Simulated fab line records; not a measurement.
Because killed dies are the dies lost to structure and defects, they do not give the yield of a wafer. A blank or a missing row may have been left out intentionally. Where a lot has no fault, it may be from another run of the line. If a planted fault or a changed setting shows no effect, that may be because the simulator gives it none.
Which tool did it? + flow nand_harc + 24 lots, 72 wafers sampled, at 2 steps of a route of 1302

WHAT EACH GAUGE READ, for each wafer
NHARC_P_ZERO_WELL_CD_MEAS_11 targets a cd of 500 nm. Usual: 500.3 nm for cd_nm, sd 2.1.
| lot  | measured     | on        | cd_nm (nm)        | flag |
|------|--------------|-----------|-------------------|------|
| L074 | day 1 21:14  | cd_sem-02 | 505.5 501.9 498.1 |      |
| L075 | day 2 07:14  | cd_sem-03 | 501.8 497.8 499.7 |      |
| L076 | day 2 17:07  | cd_sem-01 | 496.9 499.0 499.7 |      |
| L077 | day 3 03:08  | cd_sem-01 | 499.7 501.7 500.7 |      |
| L078 | day 3 13:07  | cd_sem-01 | 504.2 500.6 501.5 |      |
| L079 | day 3 23:07  | cd_sem-03 | 500.0 502.4 502.6 |      |
| L080 | day 4 09:15  | cd_sem-03 | 500.4 500.1 498.9 |      |
| L081 | day 4 19:14  | cd_sem-02 | 497.5 501.6 497.9 |      |
| L082 | day 5 05:14  | cd_sem-02 | 502.8 497.3 503.5 |      |
| L083 | day 5 15:16  | cd_sem-03 | 501.1 500.3 499.2 |      |
| L084 | day 6 01:07  | cd_sem-02 | 501.9 498.9 498.4 |      |
| L085 | day 6 11:14  | cd_sem-02 | 498.9 501.1 501.6 |      |
| L086 | day 6 21:15  | cd_sem-01 | 498.9 499.3 500.6 |      |
| L087 | day 7 07:07  | cd_sem-03 | 499.6 503.8 503.9 |      |
| L088 | day 7 17:07  | cd_sem-01 | 498.4 500.8 499.1 |      |
| L089 | day 8 03:18  | cd_sem-02 | 505.7 496.7 501.1 |      |
| L090 | day 8 13:14  | cd_sem-01 | 497.6 498.8 500.1 |      |
| L091 | day 8 23:15  | cd_sem-02 | 498.7 499.8 498.4 |      |
| L092 | day 9 09:14  | cd_sem-03 | 503.8 506.3 502.3 |      |
| L093 | day 9 19:15  | cd_sem-02 | 503.9 502.3 503.3 |      |
| L094 | day 10 05:18 | cd_sem-03 | 499.0 500.7 499.4 |      |
| L095 | day 10 15:15 | cd_sem-02 | 498.4 498.4 499.7 |      |
| L096 | day 11 01:14 | cd_sem-01 | 501.0 500.2 500.5 |      |
| L097 | day 11 11:14 | cd_sem-02 | 500.0 500.6 499.9 |      |

NHARC_P_STI_CD_MEAS_16. Usual: 200 nm for cd_nm, sd 3.4.
| lot  | measured     | on        | cd_nm (nm)  | flag |
|------|--------------|-----------|-------------|------|
| L074 | day 2 23:30  | cd_sem-01 | 201 198 203 |      |
| L075 | day 3 08:20  | cd_sem-02 | 196 197 203 |      |
| L076 | day 3 18:30  | cd_sem-01 | 202 203 207 |      |
| L077 | day 4 05:07  | cd_sem-03 | 198 195 199 |      |
| L078 | day 4 13:59  | cd_sem-01 | 197 198 201 |      |
| L079 | day 4 23:48  | cd_sem-03 | 206 201 204 |      |
| L080 | day 5 08:56  | cd_sem-02 | 201 203 205 |      |
| L081 | day 5 19:49  | cd_sem-01 | 200 202 200 |      |
| L082 | day 6 03:48  | cd_sem-01 | 196 197 198 |      |
| L083 | day 6 16:30  | cd_sem-01 | 194 196 196 |      |
| L084 | day 7 02:51  | cd_sem-01 | 200 201 202 |      |
| L085 | day 7 12:13  | cd_sem-01 | 198 197 194 |      |
| L086 | day 7 21:01  | cd_sem-02 | 195 199 195 |      |
| L087 | day 8 11:25  | cd_sem-02 | 199 197 197 |      |
| L088 | day 8 19:01  | cd_sem-01 | 198 202 199 |      |
| L089 | day 9 03:09  | cd_sem-02 | 205 200 207 |      |
| L090 | day 9 11:23  | cd_sem-03 | 196 194 198 |      |
| L091 | day 9 21:37  | cd_sem-03 | 201 207 203 |      |
| L092 | day 10 10:18 | cd_sem-03 | 193 192 198 |      |
| L093 | day 10 20:52 | cd_sem-03 | 193 199 194 |      |
| L094 | day 11 06:01 | cd_sem-02 | 198 197 197 |      |
| L095 | day 11 13:48 | cd_sem-02 | 203 203 205 |      |
| L096 | day 12 00:35 | cd_sem-03 | 199 205 204 |      |
| L097 | day 12 10:33 | cd_sem-02 | 202 204 204 |      |

TOOL THAT RAN EACH LOT (tool first, then ch and the chambers of the sampled wafers, then the start)
The record holds no process step before these readings.

AS READ BY THE TOOLS THEMSELVES (means over the sampled wafers that have a number; for cases with no such wafer, the mark the record gives instead)
The record holds no such reading with a usual standard deviation.

THE ANSWER, worked out from the rows above alone
Rule: a lot counts as off when the mean over its wafers that have a number is more than 3 standard deviations away from the usual mean. Also off: a lot with no number at a reading for which 4 or more lots have one. Where the step has rows for the other lots, those lots are counted as sound. Order of review: gauges by route order, followed by the tools' own readings, for which a lot's mean as printed above is used. At the first step where some lot is off, the reading lying furthest off is the one used; lots without a number count as furthest.
No lot is off at any reading shown: from this, nothing can be told.

WHAT WAS PUT IN BY THE SIMULATOR
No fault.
